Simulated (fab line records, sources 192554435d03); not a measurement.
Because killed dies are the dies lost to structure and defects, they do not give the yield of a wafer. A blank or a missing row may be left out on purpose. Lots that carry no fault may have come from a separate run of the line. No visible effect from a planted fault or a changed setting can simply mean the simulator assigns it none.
A lot that was struck, set against a sound lot / flow n5-finfet / 23 out of 1938 route steps
Sound: these wafers, L680.1, L680.4, L680.6. The struck wafers were L673.1, L673.4, L673.6. The cause is given at the end.
For every step that has rows: the tool of each side, followed by ch and its chambers, followed by its first start. Under that, the readings that differ: sound wafers / struck wafers / difference of the means / sigmas: that difference in standard deviations of wafers without a fault.
alike: a reading whose means differ by less than 2 such deviations, as well as words and numbers matching on both sides. not compared: withheld readings; readings where some wafer has no value; bounds like >300 that might hide an equal value; numbers whose values overlap and for which the record gives no deviation.
A row with sigmas, a row that says differs or no value, or rows on one side alone: a step with any of these is where the two part. Numbers that don't overlap but have no deviation are shown without sigmas and don't part them. Lack of a reading on every wafer of one side parts them only where that side has two or more wafers.

first, 6 steps without rows for these wafers: N5_MOL_CONTACT_COAG_COAT_02 (resist thk 30 nm); N5_MOL_CONTACT_COAG_EBR_04; N5_MOL_CONTACT_COAG_SOFTBAKE_03 (time 60 s); N5_MOL_CONTACT_COAG_EXPOSE_05 (exposes mask CA, defocus 0 nm); N5_MOL_CONTACT_COAG_PEB_06 (peb time 60 s); N5_MOL_CONTACT_COAG_DEVELOP_07 (develop time 30 s).
N5_MOL_CONTACT_COAG_CD_MEAS_08: the cd target is 28 nm.
  sound on cd-sem-01 ch 0, day 7 20:18; struck on cd-sem-01 ch 0, day 6 11:28
  alike: cd-nm
N5_MOL_CONTACT_COAG_OVL_MEAS_09:
  sound on overlay-01 ch 0, day 7 20:20; struck on overlay-01 ch 0, day 6 11:29
  alike: CA_OVL
N5_MOL_CONTACT_COAG_INSPECT_10: inspects for defects (brightfield).
  sound on defect-inspect-02 at day 7 20:23; struck on defect-inspect-01 at day 6 11:33
  alike: raw-defect-count
then, 1 step without rows for these wafers: N5_MOL_CONTACT_COAG_DESCUM_13 (chemistry O2, time 7 s).
N5_MOL_CONTACT_COAG_ETCH_59: etches underlayer in N2/H2, target depth 13 nm, time 10.4 s.
  sound on rie-diel-04 ch 0,1,2, day 7 20:28; struck on rie-diel-04 ch 1,2,3, day 6 11:37
  alike: bias-w, chamber-pressure-mTorr, drypump-motor-current-A, etch-rf-on-time-s, oes-product-au, rf-vpp-V, showerhead-plenum-p-Torr, throttle-valve-pct
  not compared: rf-hours-counter-h
N5_MOL_CONTACT_COAG_ETCH_105: etches SiARC in CF4, target depth 15.6 nm, time 26 s.
  sound on rie-diel-04 ch 0,1,2, day 7 20:29; struck on rie-diel-04 ch 1,2,3, day 6 11:38
reading=cf4-flow-sccm (sccm); sound=100.43 100.26 100.49; struck=99.54 99.91 99.91; difference=-0.61; sigmas=-2
  alike: bias-w, drypump-motor-current-A, etch-rf-on-time-s, oes-product-au, rf-vpp-V, showerhead-plenum-p-Torr, throttle-valve-pct
  not compared: rf-hours-counter-h
N5_MOL_CONTACT_COAG_ETCH_106: etches SOC in N2/H2, target depth 80 nm, overetch 16 nm, time 120 s.
  sound on rie-diel-04 ch 0,1,2, day 7 20:31; struck on rie-diel-04 ch 1,2,3, day 6 11:40
  no value came back on the struck wafers for any of 7 readings (bias-w (W), chamber-pressure-mTorr (mTorr) and others); on the sound wafers bias-w (W) reads 150.6 149.6 150.5
reading=model.underlayer_of_MOL_CONTACT_COAG_COAT_58.thk-nm (nm); sound=0 0 0; struck=10 10 10; difference=+10; sigmas=
reading=model.SiARC_of_MOL_CONTACT_COAG_COAT_104.thk-nm (nm); sound=6.4 6 6.6; struck=12 12 12; difference=+6; sigmas=
reading=model.CAR-EUV_of_MOL_CONTACT_COAG_COAT_02.thk-nm (nm); sound=0 0 0; struck=5.4 5.4 5.2; difference=+5.3; sigmas=
  not compared: rf-hours-counter-h
then, 2 steps without rows for these wafers: N5_MOL_CONTACT_COAG_STRIP_107 (strips in N2/H2); N5_MOL_CONTACT_COAG_STRIP_108 (strips in N2/H2).
N5_MOL_CONTACT_COAG_CONTACT_ETCH_14: etches SiO2 in C4F6/O2, target depth 27.5 nm, overetch 8.5 nm, time 20 s.
  sound on rie-diel-04 ch 0,1,2, day 7 20:37; struck on rie-diel-04 ch 1,2,3, day 6 11:46
reading=oes-product-au (a.u.); sound=0.59 0.76 0.64; struck=0.33 0.28 0.27; difference=-0.37; sigmas=-5
  alike: C4F6_flow_sccm, O2_flow_sccm, drypump-motor-current-A, oes_f_703_au, oes_o_777_au, rf-vpp-V, showerhead-plenum-p-Torr, throttle-valve-pct
  not compared: rf-hours-counter-h
then, 1 step without rows for these wafers: N5_MOL_CONTACT_COAG_STRIP_109 (strips in C4F6/O2).
N5_MOL_CONTACT_COAG_ETCH_15: etches SiNx in CH3F/O2, stops on Si:P, target depth 7 nm.
  sound on rie-diel-04 ch 0,1,2, day 7 20:38; struck on rie-diel-04 ch 1,2,3, day 6 11:48
reading=oes-product-au (a.u.); sound=0.50 0.65 0.56; struck=0.34 0.29 0.27; difference=-0.27; sigmas=-5
  alike: CH3F_flow_sccm, O2_flow_sccm, drypump-motor-current-A, oes_f_703_au, oes_o_777_au, rf-vpp-V, showerhead-plenum-p-Torr, throttle-valve-pct
  not compared: rf-hours-counter-h
N5_MOL_CONTACT_COAG_ETCH_110: etches Si in CF4/O2, target depth 2.5 nm, time 8 s.
  sound on rie-diel-04 ch 0,1,2, day 7 20:42; struck on rie-diel-04 ch 1,2,3, day 6 11:52
  alike: O2_flow_sccm, bias-w, drypump-motor-current-A, oes_f_703_au, oes_o_777_au, oes-product-au, rf-vpp-V, showerhead-plenum-p-Torr, throttle-valve-pct
  not compared: rf-hours-counter-h
N5_MOL_CONTACT_COAG_STRIP_98: strips in N2/H2.
  sound on rie-diel-04 ch 0,1,2, day 7 20:45; struck on rie-diel-04 ch 1,2,3, day 6 11:55
  alike: bias-power-w, drypump-motor-current-A, oes-product-au, power-w, rf-vpp-V, showerhead-plenum-p-Torr, throttle-valve-pct
  not compared: rf-hours-counter-h
N5_MOL_CONTACT_COAG_CD_MEAS_99: the cd target is 17.2 nm.
  sound on cd-sem-02 at day 7 20:49; struck on cd-sem-02 at day 6 11:59
reading=cd-nm (nm); sound=16.7 16.4 16.5; struck=- - -; difference=no value on the struck wafers; sigmas=
next, for these wafers, 1 step has no rows: N5_MOL_CONTACT_COAG_IMPLANT_129.
N5_BEOL_M4_RC_MEAS_101:
  the record has rows for the sound wafers here (prober-02 ch 0, day 14 11:07) and none for the struck ones

## WHERE THEY PART
At N5_MOL_CONTACT_COAG_ETCH_105 first; at N5_BEOL_M4_RC_MEAS_101 last (within this record only).

WHY: whatever the simulator had introduced
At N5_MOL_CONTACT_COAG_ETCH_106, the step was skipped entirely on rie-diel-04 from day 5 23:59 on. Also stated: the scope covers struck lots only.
